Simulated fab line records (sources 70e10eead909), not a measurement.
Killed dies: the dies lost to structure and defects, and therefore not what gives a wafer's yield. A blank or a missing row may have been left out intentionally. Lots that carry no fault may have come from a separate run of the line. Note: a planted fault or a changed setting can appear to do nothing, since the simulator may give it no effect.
Chamber matching || flow nand harc || 4 sister chambers for NHARC_A_CHANNEL_HOLE_D2_ETCH_44 on rie diel-04
The step etches the open film in CF4/O2, target depth 140 nm, overetch 14 nm, time 77 s. 27 wafers are shown with their chamber, then 12 later ones without.

WAFERS WITH THEIR CHAMBER
{"wafer": "L074.1", "chamber": 0, "showerhead plenum p Torr (Torr)": 1.27, "drypump motor current A (A)": 5.9, "throttle valve pct (%)": 13.412}
{"wafer": "L074.4", "chamber": 3, "showerhead plenum p Torr (Torr)": 1.28, "drypump motor current A (A)": 5.5, "throttle valve pct (%)": 13.397}
{"wafer": "L074.6", "chamber": 0, "showerhead plenum p Torr (Torr)": 1.27, "drypump motor current A (A)": 6.0, "throttle valve pct (%)": 13.394}
{"wafer": "L075.3", "chamber": 3, "showerhead plenum p Torr (Torr)": 1.28, "drypump motor current A (A)": 5.5, "throttle valve pct (%)": 13.418}
{"wafer": "L075.4", "chamber": 0, "showerhead plenum p Torr (Torr)": 1.27, "drypump motor current A (A)": 5.9, "throttle valve pct (%)": 13.403}
{"wafer": "L075.5", "chamber": 3, "showerhead plenum p Torr (Torr)": 1.28, "drypump motor current A (A)": 5.5, "throttle valve pct (%)": 13.404}
{"wafer": "L078.3", "chamber": 3, "showerhead plenum p Torr (Torr)": 1.28, "drypump motor current A (A)": 5.4, "throttle valve pct (%)": 13.414}
{"wafer": "L078.4", "chamber": 2, "showerhead plenum p Torr (Torr)": 1.29, "drypump motor current A (A)": 5.8, "throttle valve pct (%)": 13.408}
{"wafer": "L078.6", "chamber": 1, "showerhead plenum p Torr (Torr)": 1.29, "drypump motor current A (A)": 5.7, "throttle valve pct (%)": 13.407}
{"wafer": "L080.1", "chamber": 3, "showerhead plenum p Torr (Torr)": 1.28, "drypump motor current A (A)": 5.5, "throttle valve pct (%)": 13.397}
{"wafer": "L080.5", "chamber": 2, "showerhead plenum p Torr (Torr)": 1.29, "drypump motor current A (A)": 5.7, "throttle valve pct (%)": 13.406}
{"wafer": "L080.6", "chamber": 1, "showerhead plenum p Torr (Torr)": 1.29, "drypump motor current A (A)": 5.7, "throttle valve pct (%)": 13.385}
{"wafer": "L081.2", "chamber": 2, "showerhead plenum p Torr (Torr)": 1.29, "drypump motor current A (A)": 5.8, "throttle valve pct (%)": 13.412}
{"wafer": "L081.4", "chamber": 3, "showerhead plenum p Torr (Torr)": 1.28, "drypump motor current A (A)": 5.5, "throttle valve pct (%)": 13.403}
{"wafer": "L081.5", "chamber": 1, "showerhead plenum p Torr (Torr)": 1.30, "drypump motor current A (A)": 5.7, "throttle valve pct (%)": 13.391}
{"wafer": "L083.1", "chamber": 0, "showerhead plenum p Torr (Torr)": 1.27, "drypump motor current A (A)": 5.9, "throttle valve pct (%)": 13.392}
{"wafer": "L083.4", "chamber": 2, "showerhead plenum p Torr (Torr)": 1.29, "drypump motor current A (A)": 5.8, "throttle valve pct (%)": 13.405}
{"wafer": "L083.5", "chamber": 3, "showerhead plenum p Torr (Torr)": 1.28, "drypump motor current A (A)": 5.5, "throttle valve pct (%)": 13.397}
{"wafer": "L082.3", "chamber": 2, "showerhead plenum p Torr (Torr)": 1.29, "drypump motor current A (A)": 5.7, "throttle valve pct (%)": 13.399}
{"wafer": "L082.4", "chamber": 0, "showerhead plenum p Torr (Torr)": 1.27, "drypump motor current A (A)": 6.0, "throttle valve pct (%)": 13.385}
{"wafer": "L082.6", "chamber": 1, "showerhead plenum p Torr (Torr)": 1.30, "drypump motor current A (A)": 5.8, "throttle valve pct (%)": 13.404}
{"wafer": "L084.2", "chamber": 2, "showerhead plenum p Torr (Torr)": 1.29, "drypump motor current A (A)": 5.7, "throttle valve pct (%)": 13.395}
{"wafer": "L084.3", "chamber": 1, "showerhead plenum p Torr (Torr)": 1.29, "drypump motor current A (A)": 5.7, "throttle valve pct (%)": 13.373}
{"wafer": "L084.5", "chamber": 1, "showerhead plenum p Torr (Torr)": 1.29, "drypump motor current A (A)": 5.8, "throttle valve pct (%)": 13.407}
{"wafer": "L089.2", "chamber": 3, "showerhead plenum p Torr (Torr)": 1.28, "drypump motor current A (A)": 5.5, "throttle valve pct (%)": 13.386}
{"wafer": "L089.3", "chamber": 0, "showerhead plenum p Torr (Torr)": 1.27, "drypump motor current A (A)": 5.9, "throttle valve pct (%)": 13.392}
{"wafer": "L089.6", "chamber": 3, "showerhead plenum p Torr (Torr)": 1.28, "drypump motor current A (A)": 5.5, "throttle valve pct (%)": 13.408}

SIGNATURES (averages over the wafers above)
{"reading": "showerhead plenum p Torr", "chamber 0": 1.2700, "chamber 1": 1.2933, "chamber 2": 1.2900, "chamber 3": 1.2800, "scatter within a chamber": 0.00241}
{"reading": "drypump motor current A", "chamber 0": 5.933, "chamber 1": 5.733, "chamber 2": 5.750, "chamber 3": 5.489, "scatter within a chamber": 0.0469}
{"reading": "throttle valve pct", "chamber 0": 13.39633, "chamber 1": 13.39450, "chamber 2": 13.40417, "chamber 3": 13.40267, "scatter within a chamber": 0.0102}
Rule: distance of a wafer from a chamber = root of the sum over the readings of ((wafer's reading minus chamber's mean) / reading's scatter) squared. The wafer belongs to the nearest chamber; if the next one is less than 2 further off, it can't be placed. The scatter: take each reading less its chamber's mean, square it, sum over the shown wafers, divide by the number of wafers less the number of chambers, and take the root.

WAFERS MISSING THEIR CHAMBER
{"wafer": "L090.1", "showerhead plenum p Torr (Torr)": 1.28, "drypump motor current A (A)": 5.4, "throttle valve pct (%)": 13.411}
{"wafer": "L090.3", "showerhead plenum p Torr (Torr)": 1.29, "drypump motor current A (A)": 5.8, "throttle valve pct (%)": 13.371}
{"wafer": "L090.5", "showerhead plenum p Torr (Torr)": 1.28, "drypump motor current A (A)": 5.4, "throttle valve pct (%)": 13.387}
{"wafer": "L091.1", "showerhead plenum p Torr (Torr)": 1.29, "drypump motor current A (A)": 5.7, "throttle valve pct (%)": 13.414}
{"wafer": "L091.3", "showerhead plenum p Torr (Torr)": 1.29, "drypump motor current A (A)": 5.8, "throttle valve pct (%)": 13.393}
{"wafer": "L091.6", "showerhead plenum p Torr (Torr)": 1.29, "drypump motor current A (A)": 5.8, "throttle valve pct (%)": 13.386}
{"wafer": "L094.1", "showerhead plenum p Torr (Torr)": 1.29, "drypump motor current A (A)": 5.8, "throttle valve pct (%)": 13.397}
{"wafer": "L094.4", "showerhead plenum p Torr (Torr)": 1.29, "drypump motor current A (A)": 5.7, "throttle valve pct (%)": 13.388}
{"wafer": "L094.6", "showerhead plenum p Torr (Torr)": 1.28, "drypump motor current A (A)": 5.5, "throttle valve pct (%)": 13.379}
{"wafer": "L097.1", "showerhead plenum p Torr (Torr)": 1.28, "drypump motor current A (A)": 5.5, "throttle valve pct (%)": 13.407}
{"wafer": "L097.4", "showerhead plenum p Torr (Torr)": 1.27, "drypump motor current A (A)": 5.9, "throttle valve pct (%)": 13.408}
{"wafer": "L097.5", "showerhead plenum p Torr (Torr)": 1.29, "drypump motor current A (A)": 5.7, "throttle valve pct (%)": 13.375}

CHAMBER TAKEN BY EACH
{"wafer": "L090.1", "from the rows above": 3, "in truth": 3}
{"wafer": "L090.3", "from the rows above": "can't be placed: 1 or 2", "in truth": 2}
{"wafer": "L090.5", "from the rows above": 3, "in truth": 3}
{"wafer": "L091.1", "from the rows above": "can't be placed: 2 or 1", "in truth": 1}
{"wafer": "L091.3", "from the rows above": "can't be placed: 2 or 1", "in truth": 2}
{"wafer": "L091.6", "from the rows above": "can't be placed: 2 or 1", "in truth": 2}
{"wafer": "L094.1", "from the rows above": "can't be placed: 2 or 1", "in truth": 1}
{"wafer": "L094.4", "from the rows above": "can't be placed: 1 or 2", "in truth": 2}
{"wafer": "L094.6", "from the rows above": 3, "in truth": 3}
{"wafer": "L097.1", "from the rows above": 3, "in truth": 3}
{"wafer": "L097.4", "from the rows above": 0, "in truth": 0}
{"wafer": "L097.5", "from the rows above": "can't be placed: 1 or 2", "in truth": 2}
Correctly placed: 5 of 12. Not placeable from these rows: 7 (in 7, the candidates include the true chamber). Wrongly placed: 0.
